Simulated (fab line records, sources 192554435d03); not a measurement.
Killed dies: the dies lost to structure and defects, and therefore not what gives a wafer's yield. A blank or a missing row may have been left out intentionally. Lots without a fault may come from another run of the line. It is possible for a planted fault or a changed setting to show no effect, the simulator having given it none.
fab line records || flow n5-finfet
record: {"lots": 7, "wafers": 39}
route steps=1938 shown BEOL_M13@1705
start-h: start of the lot's first displayed wafer, in hours after the record's first day || wait-h: time in hours since the lot's previous step || " identical to the entry in the row above || L1.1+2: one row covering several wafers at once || - no value present, or no start provided || * or withheld: withheld || < > ~ a bound
route shown NAME@n: names a module that has steps shown in the file, with the first one's number in the route || usual: the fault-free wafers' mean and standard deviation || same: alike in all rows || chamber/n: place in a boat || sites: each site's reading || _std_site: their standard deviation || _edge_site: outer sites' mean less inner sites' || radius-mm: how far each site lies from the wafer's centre || mask NAME#n: copy n || behind: tool/chamber where the wafer was last shaped || hold: why the lot was held/for how many hours/how that ended || device: transistor that didn't switch, given as n, p or np || end of line: tests run on the same wafers once the route is complete || a step with no rows: only its recipe || killed: not the wafer's yield, but the dies lost to structure and defects at the first sort || map: a wafer's dies, marking killed ones x, the rest . and places with no die _
set.NAME: setting as actually run; set.NAME@STEP: the setting as run at that earlier step || model.NAME: the simulator's own value behind a step, which no gauge read
one table per step and one row per wafer, for lots whose settings were changed on purpose
== steps ==
step: N5_BEOL_M13_SPUTTER_43
recipe: {"material": "TaN", "target-thk-a": 150, "temp-c": 50, "bias-v": 168.6, "power-w": 15000, "chamber-pressure-pa": 0.12, "time-s": 24.19}
{"lot.wafer": "L076.1", "tool": "pvd-sputter-02", "chamber": "-", "start-h": 313.73, "wait-h": 0.0, "set.time-s": 24.19, "model.TaN_of_BEOL_M13_SPUTTER_43.thk-nm": 14.6}
{"lot.wafer": "L076.2+4", "tool": "pvd-sputter-02", "chamber": "-", "start-h": 313.73, "wait-h": 0.0, "set.time-s": 24.19, "model.TaN_of_BEOL_M13_SPUTTER_43.thk-nm": 14.8}
{"lot.wafer": "L076.3", "tool": "pvd-sputter-02", "chamber": "-", "start-h": 313.73, "wait-h": 0.0, "set.time-s": 10.65, "model.TaN_of_BEOL_M13_SPUTTER_43.thk-nm": 6.4}
{"lot.wafer": "L076.5", "tool": "pvd-sputter-02", "chamber": "-", "start-h": 313.73, "wait-h": 0.0, "set.time-s": 10.65, "model.TaN_of_BEOL_M13_SPUTTER_43.thk-nm": 6.2}
{"lot.wafer": "L076.6", "tool": "pvd-sputter-02", "chamber": "-", "start-h": 313.73, "wait-h": 0.0, "set.time-s": 10.65, "model.TaN_of_BEOL_M13_SPUTTER_43.thk-nm": 6.6}
{"lot.wafer": "L080.1+2+3", "tool": "pvd-sputter-02", "chamber": "-", "start-h": 336.47, "wait-h": 0.0, "set.time-s": 24.19, "model.TaN_of_BEOL_M13_SPUTTER_43.thk-nm": 14.8}
{"lot.wafer": "L085.1+3", "tool": "pvd-sputter-01", "chamber": "-", "start-h": 357.93, "wait-h": 0.0, "set.time-s": 24.19, "model.TaN_of_BEOL_M13_SPUTTER_43.thk-nm": 15.2}
{"lot.wafer": "L085.2+6", "tool": "pvd-sputter-01", "chamber": "-", "start-h": 357.93, "wait-h": 0.0, "set.time-s": 18.91, "model.TaN_of_BEOL_M13_SPUTTER_43.thk-nm": 11.8}
{"lot.wafer": "L085.4", "tool": "pvd-sputter-01", "chamber": "-", "start-h": 357.93, "wait-h": 0.0, "set.time-s": 24.19, "model.TaN_of_BEOL_M13_SPUTTER_43.thk-nm": 15}
{"lot.wafer": "L085.5", "tool": "pvd-sputter-01", "chamber": "-", "start-h": 357.93, "wait-h": 0.0, "set.time-s": 18.91, "model.TaN_of_BEOL_M13_SPUTTER_43.thk-nm": 11.6}
{"lot.wafer": "L088.1+2+3+5+6", "tool": "pvd-sputter-02", "chamber": "-", "start-h": 368.62, "wait-h": 0.0, "set.time-s": 24.19, "model.TaN_of_BEOL_M13_SPUTTER_43.thk-nm": 15}
{"lot.wafer": "L088.4", "tool": "pvd-sputter-02", "chamber": "-", "start-h": 368.62, "wait-h": 0.0, "set.time-s": 24.19, "model.TaN_of_BEOL_M13_SPUTTER_43.thk-nm": 14.8}
{"lot.wafer": "L093.1", "tool": "pvd-sputter-01", "chamber": "-", "start-h": 402.88, "wait-h": 0.0, "set.time-s": 12.31, "model.TaN_of_BEOL_M13_SPUTTER_43.thk-nm": 7.8}
{"lot.wafer": "L093.2", "tool": "pvd-sputter-01", "chamber": "-", "start-h": 402.88, "wait-h": 0.0, "set.time-s": 24.19, "model.TaN_of_BEOL_M13_SPUTTER_43.thk-nm": 15.4}
{"lot.wafer": "L093.3+6", "tool": "pvd-sputter-01", "chamber": "-", "start-h": 402.88, "wait-h": 0.0, "set.time-s": 12.31, "model.TaN_of_BEOL_M13_SPUTTER_43.thk-nm": 8}
{"lot.wafer": "L093.4+5", "tool": "pvd-sputter-01", "chamber": "-", "start-h": 402.88, "wait-h": 0.0, "set.time-s": 24.19, "model.TaN_of_BEOL_M13_SPUTTER_43.thk-nm": 15.2}
{"lot.wafer": "L091.1+6", "tool": "pvd-sputter-01", "chamber": "-", "start-h": 406.68, "wait-h": 0.0, "set.time-s": 15.67, "model.TaN_of_BEOL_M13_SPUTTER_43.thk-nm": 10}
{"lot.wafer": "L091.2", "tool": "pvd-sputter-01", "chamber": "-", "start-h": 406.68, "wait-h": 0.0, "set.time-s": 15.67, "model.TaN_of_BEOL_M13_SPUTTER_43.thk-nm": 9.8}
{"lot.wafer": "L091.3+5", "tool": "pvd-sputter-01", "chamber": "-", "start-h": 406.68, "wait-h": 0.0, "set.time-s": 24.19, "model.TaN_of_BEOL_M13_SPUTTER_43.thk-nm": 15.2}
{"lot.wafer": "L091.4", "tool": "pvd-sputter-01", "chamber": "-", "start-h": 406.68, "wait-h": 0.0, "set.time-s": 24.19, "model.TaN_of_BEOL_M13_SPUTTER_43.thk-nm": 15}
{"lot.wafer": "L094.1+6", "tool": "pvd-sputter-02", "chamber": "-", "start-h": 452.28, "wait-h": 0.0, "set.time-s": 24.19, "model.TaN_of_BEOL_M13_SPUTTER_43.thk-nm": 15}
{"lot.wafer": "L094.2+5", "tool": "pvd-sputter-02", "chamber": "-", "start-h": 452.28, "wait-h": 0.0, "set.time-s": 11.34, "model.TaN_of_BEOL_M13_SPUTTER_43.thk-nm": 7.2}
{"lot.wafer": "L094.3", "tool": "pvd-sputter-02", "chamber": "-", "start-h": 452.28, "wait-h": 0.0, "set.time-s": 24.19, "model.TaN_of_BEOL_M13_SPUTTER_43.thk-nm": 15.2}
{"lot.wafer": "L094.4", "tool": "pvd-sputter-02", "chamber": "-", "start-h": 452.28, "wait-h": 0.0, "set.time-s": 11.34, "model.TaN_of_BEOL_M13_SPUTTER_43.thk-nm": 7}
step: N5_BEOL_M13_SPUTTER_44
recipe: {"material": "Ta", "target-thk-a": 100, "temp-c": 50, "bias-v": 80, "power-w": 15000, "chamber-pressure-pa": 0.07, "time-s": 16.13}
step: N5_BEOL_M13_SPUTTER_45
recipe: {"material": "Cu", "target-thk-a": 800, "temp-c": -20, "bias-v": 60, "power-w": 26000, "chamber-pressure-pa": 0.13, "time-s": 13.33}
step: N5_BEOL_M13_ECD_47
recipe: {"material": "Cu", "target-thk-a": 9360}
step: N5_BEOL_M13_ANNEAL_48
recipe: {"temp-c": 225, "time-s": 90, "ambient": "N2"}
step: N5_BEOL_M13_CMP_49
recipe: {"stop-on": "SiOC", "t-overpolish-s": 17.1, "down-force-psi": 1, "platen-rpm": 50, "clearing-platen-down-force-psi": 1.5, "clearing-platen-rpm": 50, "post-cmp-clean": "cu-alkaline", "target-thk-nm": 420, "clearing-platen-pad-velocity-m-s": 0.99484, "pad-velocity-m-s": 0.99484}
usual: {"barrier-field-endpoint-s": "30.4/0.64"}
{"lot.wafer": "L076.1", "tool": "cmp-04", "chamber": 0, "start-h": 314.47, "wait-h": 0.3, "set.time-s@BEOL_M13_SPUTTER_43": 24.19, "barrier-field-endpoint-s": 30.5}
{"lot.wafer": "L076.4", "tool": "cmp-04", "chamber": 1, "start-h": 314.47, "wait-h": 0.3, "set.time-s@BEOL_M13_SPUTTER_43": 24.19, "barrier-field-endpoint-s": 29.8}
{"lot.wafer": "L076.2", "tool": "cmp-04", "chamber": 2, "start-h": 314.47, "wait-h": 0.3, "set.time-s@BEOL_M13_SPUTTER_43": 24.19, "barrier-field-endpoint-s": 29.6}
{"lot.wafer": "L076.3", "tool": "cmp-04", "chamber": 3, "start-h": 314.47, "wait-h": 0.3, "set.time-s@BEOL_M13_SPUTTER_43": 10.65, "barrier-field-endpoint-s": 20.0}
{"lot.wafer": "L076.6", "tool": "cmp-04", "chamber": 0, "start-h": 314.47, "wait-h": 0.3, "set.time-s@BEOL_M13_SPUTTER_43": 10.65, "barrier-field-endpoint-s": 20.5}
{"lot.wafer": "L076.5", "tool": "cmp-04", "chamber": 1, "start-h": 314.47, "wait-h": 0.3, "set.time-s@BEOL_M13_SPUTTER_43": 10.65, "barrier-field-endpoint-s": 19.3}
{"lot.wafer": "L080.1", "tool": "cmp-02", "chamber": 2, "start-h": 337.21, "wait-h": 0.3, "set.time-s@BEOL_M13_SPUTTER_43": 24.19, "barrier-field-endpoint-s": 29.8}
{"lot.wafer": "L080.2", "tool": "cmp-02", "chamber": 3, "start-h": 337.21, "wait-h": 0.3, "set.time-s@BEOL_M13_SPUTTER_43": 24.19, "barrier-field-endpoint-s": 30.7}
{"lot.wafer": "L080.3", "tool": "cmp-02", "chamber": 0, "start-h": 337.21, "wait-h": 0.3, "set.time-s@BEOL_M13_SPUTTER_43": 24.19, "barrier-field-endpoint-s": 30.0}
{"lot.wafer": "L085.4", "tool": "cmp-03", "chamber": 2, "start-h": 358.74, "wait-h": 0.1, "set.time-s@BEOL_M13_SPUTTER_43": 24.19, "barrier-field-endpoint-s": 30.1}
{"lot.wafer": "L085.3", "tool": "cmp-03", "chamber": 3, "start-h": 358.74, "wait-h": 0.1, "set.time-s@BEOL_M13_SPUTTER_43": 24.19, "barrier-field-endpoint-s": 29.9}
{"lot.wafer": "L085.2", "tool": "cmp-03", "chamber": 0, "start-h": 358.74, "wait-h": 0.1, "set.time-s@BEOL_M13_SPUTTER_43": 18.91, "barrier-field-endpoint-s": 25.9}
{"lot.wafer": "L085.1", "tool": "cmp-03", "chamber": 1, "start-h": 358.74, "wait-h": 0.1, "set.time-s@BEOL_M13_SPUTTER_43": 24.19, "barrier-field-endpoint-s": 30.2}
{"lot.wafer": "L085.5", "tool": "cmp-03", "chamber": 2, "start-h": 358.74, "wait-h": 0.1, "set.time-s@BEOL_M13_SPUTTER_43": 18.91, "barrier-field-endpoint-s": 25.6}
{"lot.wafer": "L085.6", "tool": "cmp-03", "chamber": 3, "start-h": 358.74, "wait-h": 0.1, "set.time-s@BEOL_M13_SPUTTER_43": 18.91, "barrier-field-endpoint-s": 26.3}
{"lot.wafer": "L088.4", "tool": "cmp-02", "chamber": 3, "start-h": 369.54, "wait-h": 0.1, "set.time-s@BEOL_M13_SPUTTER_43": 24.19, "barrier-field-endpoint-s": 29.4}
{"lot.wafer": "L088.1", "tool": "cmp-02", "chamber": 0, "start-h": 369.54, "wait-h": 0.1, "set.time-s@BEOL_M13_SPUTTER_43": 24.19, "barrier-field-endpoint-s": 29.9}
{"lot.wafer": "L088.3", "tool": "cmp-02", "chamber": 1, "start-h": 369.54, "wait-h": 0.1, "set.time-s@BEOL_M13_SPUTTER_43": 24.19, "barrier-field-endpoint-s": 29.8}
{"lot.wafer": "L088.2", "tool": "cmp-02", "chamber": 2, "start-h": 369.54, "wait-h": 0.1, "set.time-s@BEOL_M13_SPUTTER_43": 24.19, "barrier-field-endpoint-s": 29.8}
{"lot.wafer": "L088.6", "tool": "cmp-02", "chamber": 3, "start-h": 369.54, "wait-h": 0.1, "set.time-s@BEOL_M13_SPUTTER_43": 24.19, "barrier-field-endpoint-s": 29.5}
{"lot.wafer": "L088.5", "tool": "cmp-02", "chamber": 0, "start-h": 369.54, "wait-h": 0.1, "set.time-s@BEOL_M13_SPUTTER_43": 24.19, "barrier-field-endpoint-s": 30.1}
{"lot.wafer": "L093.1", "tool": "cmp-03", "chamber": 2, "start-h": 403.62, "wait-h": 0.3, "set.time-s@BEOL_M13_SPUTTER_43": 12.31, "barrier-field-endpoint-s": 21.7}
{"lot.wafer": "L093.3", "tool": "cmp-03", "chamber": 3, "start-h": 403.62, "wait-h": 0.3, "set.time-s@BEOL_M13_SPUTTER_43": 12.31, "barrier-field-endpoint-s": 22.0}
{"lot.wafer": "L093.2", "tool": "cmp-03", "chamber": 0, "start-h": 403.62, "wait-h": 0.3, "set.time-s@BEOL_M13_SPUTTER_43": 24.19, "barrier-field-endpoint-s": 31.3}
{"lot.wafer": "L093.4", "tool": "cmp-03", "chamber": 1, "start-h": 403.62, "wait-h": 0.3, "set.time-s@BEOL_M13_SPUTTER_43": 24.19, "barrier-field-endpoint-s": 31.6}
{"lot.wafer": "L093.5", "tool": "cmp-03", "chamber": 2, "start-h": 403.62, "wait-h": 0.3, "set.time-s@BEOL_M13_SPUTTER_43": 24.19, "barrier-field-endpoint-s": 31.3}
{"lot.wafer": "L093.6", "tool": "cmp-03", "chamber": 3, "start-h": 403.62, "wait-h": 0.3, "set.time-s@BEOL_M13_SPUTTER_43": 12.31, "barrier-field-endpoint-s": 22.4}
{"lot.wafer": "L091.3", "tool": "cmp-02", "chamber": 1, "start-h": 409.53, "wait-h": 0.2, "set.time-s@BEOL_M13_SPUTTER_43": 24.19, "barrier-field-endpoint-s": 30.2}
{"lot.wafer": "L091.4", "tool": "cmp-02", "chamber": 2, "start-h": 409.53, "wait-h": 0.2, "set.time-s@BEOL_M13_SPUTTER_43": 24.19, "barrier-field-endpoint-s": 31.6}
{"lot.wafer": "L091.1", "tool": "cmp-02", "chamber": 3, "start-h": 409.53, "wait-h": 0.2, "set.time-s@BEOL_M13_SPUTTER_43": 15.67, "barrier-field-endpoint-s": 24.4}
{"lot.wafer": "L091.2", "tool": "cmp-02", "chamber": 0, "start-h": 409.53, "wait-h": 0.2, "set.time-s@BEOL_M13_SPUTTER_43": 15.67, "barrier-field-endpoint-s": 23.9}
{"lot.wafer": "L091.6", "tool": "cmp-02", "chamber": 1, "start-h": 409.53, "wait-h": 0.2, "set.time-s@BEOL_M13_SPUTTER_43": 15.67, "barrier-field-endpoint-s": 24.5}
{"lot.wafer": "L091.5", "tool": "cmp-02", "chamber": 2, "start-h": 409.53, "wait-h": 0.2, "set.time-s@BEOL_M13_SPUTTER_43": 24.19, "barrier-field-endpoint-s": 30.2}
{"lot.wafer": "L094.2", "tool": "cmp-02", "chamber": 2, "start-h": 453.11, "wait-h": 0.3, "set.time-s@BEOL_M13_SPUTTER_43": 11.34, "barrier-field-endpoint-s": 21.4}
{"lot.wafer": "L094.4", "tool": "cmp-02", "chamber": 3, "start-h": 453.11, "wait-h": 0.3, "set.time-s@BEOL_M13_SPUTTER_43": 11.34, "barrier-field-endpoint-s": 21.0}
{"lot.wafer": "L094.1", "tool": "cmp-02", "chamber": 0, "start-h": 453.11, "wait-h": 0.3, "set.time-s@BEOL_M13_SPUTTER_43": 24.19, "barrier-field-endpoint-s": 31.1}
{"lot.wafer": "L094.3", "tool": "cmp-02", "chamber": 1, "start-h": 453.11, "wait-h": 0.3, "set.time-s@BEOL_M13_SPUTTER_43": 24.19, "barrier-field-endpoint-s": 31.0}
{"lot.wafer": "L094.6", "tool": "cmp-02", "chamber": 2, "start-h": 453.11, "wait-h": 0.3, "set.time-s@BEOL_M13_SPUTTER_43": 24.19, "barrier-field-endpoint-s": 31.4}
{"lot.wafer": "L094.5", "tool": "cmp-02", "chamber": 3, "start-h": 453.11, "wait-h": 0.3, "set.time-s@BEOL_M13_SPUTTER_43": 11.34, "barrier-field-endpoint-s": 22.0}
== key ==
split: {"step": "N5_BEOL_M13_SPUTTER_43", "setting": "time-s", "stated": 24.19, "by": "wafer"}
response: {"step": "N5_BEOL_M13_SPUTTER_43", "reading": "model.TaN_of_BEOL_M13_SPUTTER_43.thk-nm", "change": "+0.149", "per": "1%", "r": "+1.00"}
response: {"step": "N5_BEOL_M13_CMP_49", "reading": "barrier-field-endpoint-s", "change": "+0.184", "per": "1%", "r": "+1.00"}
